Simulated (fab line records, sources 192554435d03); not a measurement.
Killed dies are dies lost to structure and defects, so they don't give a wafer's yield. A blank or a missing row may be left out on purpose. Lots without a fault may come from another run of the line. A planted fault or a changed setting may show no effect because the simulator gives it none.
Chamber matching | flow n5_finfet | N5_BEOL_M5_ALD_86 on ald_metal-03: 4 sister chambers
The step deposits TaN, pulse time 2 s, purge time 3 s, co reactant purge time 2 s. 8 wafers are shown with their chamber, then 12 later ones without.

WAFERS WITH THEIR CHAMBER
wafer  | chamber | heater_power_w (W)
L076.1 | 3       | 362
L077.2 | 3       | 374
L078.4 | 1       | 409
L078.5 | 1       | 408
L081.1 | 2       | 516
L085.2 | 2       | 510
L085.4 | 0       | 389
L085.5 | 0       | 388

WAFERS WITHOUT THEIR CHAMBER
wafer  | heater_power_w (W)
L086.2 | 368
L086.3 | 403
L086.6 | 506
L090.2 | 399
L090.3 | 381
L090.5 | 370
L089.2 | 369
L089.3 | 520
L089.6 | 358
L096.1 | 524
L096.2 | 389
L096.4 | 413

WHICH CHAMBER EACH WENT THROUGH
wafer  | from the rows above     | in truth
L086.2 | 3                       | 3
L086.3 | can't be placed: 1 or 0 | 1
L086.6 | 2                       | 2
L090.2 | can't be placed: 1 or 0 | 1
L090.3 | can't be placed: 0 or 3 | 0
L090.5 | 3                       | 3
L089.2 | 3                       | 3
L089.3 | 2                       | 2
L089.6 | 3                       | 3
L096.1 | 2                       | 2
L096.2 | 0                       | 0
L096.4 | 1                       | 1
Placed correctly: 9 of 12. Can't be placed from these rows: 3 (the true chamber is among the candidates in 3). Placed wrongly: 0.
How it was worked out, from the rows above alone: a wafer's distance from a chamber is the root of the sum, over the readings, of the square of ((its reading less the chamber's mean) divided by the reading's scatter). The wafer belongs to the nearest chamber; if the next one is less than 2 further off, it can't be placed. A chamber's mean is the mean of its shown wafers. The scatter: the root of (the sum of the squares of (reading less its chamber's mean) over the shown wafers, divided by (wafers less chambers)).
